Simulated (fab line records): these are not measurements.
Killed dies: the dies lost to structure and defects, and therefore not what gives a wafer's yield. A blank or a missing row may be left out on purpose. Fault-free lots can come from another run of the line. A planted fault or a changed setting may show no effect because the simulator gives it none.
Which tool did it? | flow n5_finfet | 11 lots with 33 wafers sampled at 4 steps, on a route of 1938 steps

== WHAT THE GAUGES READ, wafer by wafer ==
N5_BEOL_M4_RC_MEAS_101. Usual: DIBL_N 36.2 mV/V, standard deviation 1.7; DIBL_P 36.2 mV/V, standard deviation 2.2; IOFF_N 0.16 nA/um, standard deviation 0.035; IOFF_P 0.21 nA/um, standard deviation 0.042; ION_N 673 uA/um, standard deviation 13; ION_P 462 uA/um, standard deviation 7.9; SS_N 71.4 mV/dec, standard deviation 0.59; SS_P 73.2 mV/dec, standard deviation 0.7; VT_N 250 mV, standard deviation 3.6; VT_P -251 mV, standard deviation 3.5.
lot  | measured     | on        | DIBL_N (mV/V)  | DIBL_P (mV/V)  | IOFF_N (nA/um) | IOFF_P (nA/um) | ION_N (uA/um) | ION_P (uA/um) | SS_N (mV/dec)  | SS_P (mV/dec)  | VT_N (mV)   | VT_P (mV)      | flag
L617 | day 7 14:49  | prober-01 | 39.5 37.5 34.2 | 39.9 36.7 33.5 | 0.20 0.17 0.11 | 0.24 0.20 0.15 | 672 681 642   | 458 461 443   | 72.9 71.9 71.0 | 74.6 74.5 72.4 | 248 253 256 | -248 -251 -256 |
L618 | day 7 23:13  | prober-01 | 36.3 38.7 36.4 | 36.1 40.1 38.5 | 0.14 0.21 0.17 | 0.19 0.25 0.22 | 653 688 674   | 446 461 465   | 70.9 72.5 71.4 | 73.0 74.0 73.9 | 250 243 248 | -252 -247 -251 |
L621 | day 8 10:10  | prober-02 | 35.5 34.1 36.4 | 34.9 33.8 35.9 | 0.14 0.12 0.17 | 0.19 0.18 0.21 | 667 673 689   | 464 467 467   | 70.9 70.8 71.2 | 73.4 72.8 72.6 | 251 250 247 | -251 -254 -250 |
L626 | day 10 17:28 | prober-01 | 38.1 37.1 38.6 | 38.7 37.4 39.1 | 0.19 0.17 0.19 | 0.24 0.22 0.25 | 695 678 681   | 468 464 466   | 72.1 72.0 72.6 | 73.9 73.7 74.6 | 248 250 245 | -246 -250 -246 |
L635 | day 12 17:07 | prober-02 | 32.5 32.4 32.2 | 32.9 31.6 30.7 | 0.10 0.10 0.09 | 0.15 0.14 0.13 | 654 648 648   | 455 446 446   | 71.2 70.5 70.4 | 72.3 72.4 72.3 | 256 256 258 | -254 -255 -258 |
L637 | day 12 20:08 | prober-02 | 36.3 35.5 34.4 | 37.8 35.8 34.4 | 0.16 0.14 0.12 | 0.21 0.19 0.16 | 675 671 667   | 458 461 454   | 70.9 70.7 71.0 | 73.4 73.3 73.1 | 251 252 253 | -251 -251 -254 |
L638 | day 13 14:12 | prober-01 | 37.8 36.2 37.1 | 37.2 34.0 34.9 | 0.16 0.12 0.15 | 0.25 0.19 0.21 | 669 673 675   | 459 462 470   | 71.8 71.5 70.9 | 73.6 72.6 72.3 | 247 255 249 | -247 -251 -249 |
L640 | day 13 17:47 | prober-01 | 34.9 35.1 34.1 | 36.8 35.5 35.1 | 0.15 0.14 0.13 | 0.17 0.16 0.16 | 665 672 666   | 450 451 454   | 70.6 71.4 71.0 | 73.9 73.2 73.1 | 252 252 255 | -257 -259 -258 |

N5_BEOL_M15_THK_MEAS_50: measures by xrf. Usual: M15_THK typically reads 855 nm, with standard deviation 18.
lot  | measured     | on            | M15_THK (nm) | flag
L617 | day 11 20:58 | film_metro-02 | 893 864 858  |
L618 | day 11 23:53 | film_metro-01 | 878 858 874  |
L621 | day 12 07:14 | film_metro-02 | 831 884 825  |
L626 | day 14 03:46 | film_metro-02 | 880 840 848  |
L635 | day 16 14:40 | film_metro-02 | 839 889 852  |
L637 | day 16 11:50 | film_metro-02 | 857 862 887  |
L638 | day 17 06:01 | film_metro-01 | 855 883 835  |
L640 | day 17 16:53 | film_metro-02 | 840 872 851  |

== TOOL THAT RAN EACH LOT (tool first, then ch and the chambers of the sampled wafers, then the start) ==
lot  | N5_MOL_CONTACT_COAG_WET_ETCH_26     | N5_BEOL_M15_SPUTTER_43
L617 | wet_bench-05 ch 0,5,7, day 5 00:22  | pvd_sputter-03, day 11 18:54
L618 | wet_bench-06 ch 0,1,5, day 5 08:10  | pvd_sputter-03, day 11 22:37
L621 | wet_bench-03 ch 1,4,6, day 5 20:48  | pvd_sputter-03, day 12 06:07
L623 | wet_bench-03 ch 0,4,6, day 6 10:23  | -
L624 | wet_bench-06 ch 1,2,3, day 6 21:31  | -
L625 | wet_bench-03 ch 1,2,3, day 7 03:04  | -
L626 | wet_bench-03 ch 3,4,5, day 7 11:15  | pvd_sputter-03, day 14 02:11
L635 | wet_bench-06 ch 2,5,6, day 9 13:26  | pvd_sputter-02, day 16 13:26
L637 | wet_bench-05 ch 0,5,7, day 9 22:26  | pvd_sputter-02, day 16 10:43
L638 | wet_bench-03 ch 2,6,7, day 10 03:06 | pvd_sputter-03, day 17 04:43
L640 | wet_bench-03 ch 0,1,2, day 10 16:27 | pvd_sputter-03, day 17 15:29
- N5_MOL_CONTACT_COAG_WET_ETCH_26: target Co, target depth 13 nm.
- N5_BEOL_M15_SPUTTER_43: material TaN, target thk 15 nm, time 24.19 s.

== WHAT THE TOOLS THEMSELVES READ (means of the sampled wafers that have a number; where no wafer has one, the mark that the record gives instead) ==
N5_BEOL_M15_SPUTTER_43. Usual: throttle_valve_pct reads 30.3 % (standard deviation 1.3).
lot  | tool           | throttle_valve_pct (%) | flag
L617 | pvd_sputter-03 | 30.2                   |
L618 | pvd_sputter-03 | 30.1                   |
L621 | pvd_sputter-03 | 31.3                   |
L626 | pvd_sputter-03 | 30.4                   |
L635 | pvd_sputter-02 | 30.9                   |
L637 | pvd_sputter-02 | 29.4                   |
L638 | pvd_sputter-03 | 29.6                   |
L640 | pvd_sputter-03 | 28.7                   |

== THE ANSWER, worked out from the rows above alone ==
Rule: take the mean of a lot's wafers that have a number; if it is more than 3 standard deviations from the usual mean, the lot is off. Also off: a lot with no number at a reading for which 4 or more lots have one. Where the step has rows for the other lots, those lots are counted as sound. After the gauges, taken in route order, come the tools' own readings; for these a lot's mean is taken, as printed above. At the first step where some lot is off, the reading lying furthest off is the one used; lots without a number count as furthest.
No lot is off at any reading shown: from this, nothing can be told.

== WHAT THE SIMULATOR HAD PUT IN ==
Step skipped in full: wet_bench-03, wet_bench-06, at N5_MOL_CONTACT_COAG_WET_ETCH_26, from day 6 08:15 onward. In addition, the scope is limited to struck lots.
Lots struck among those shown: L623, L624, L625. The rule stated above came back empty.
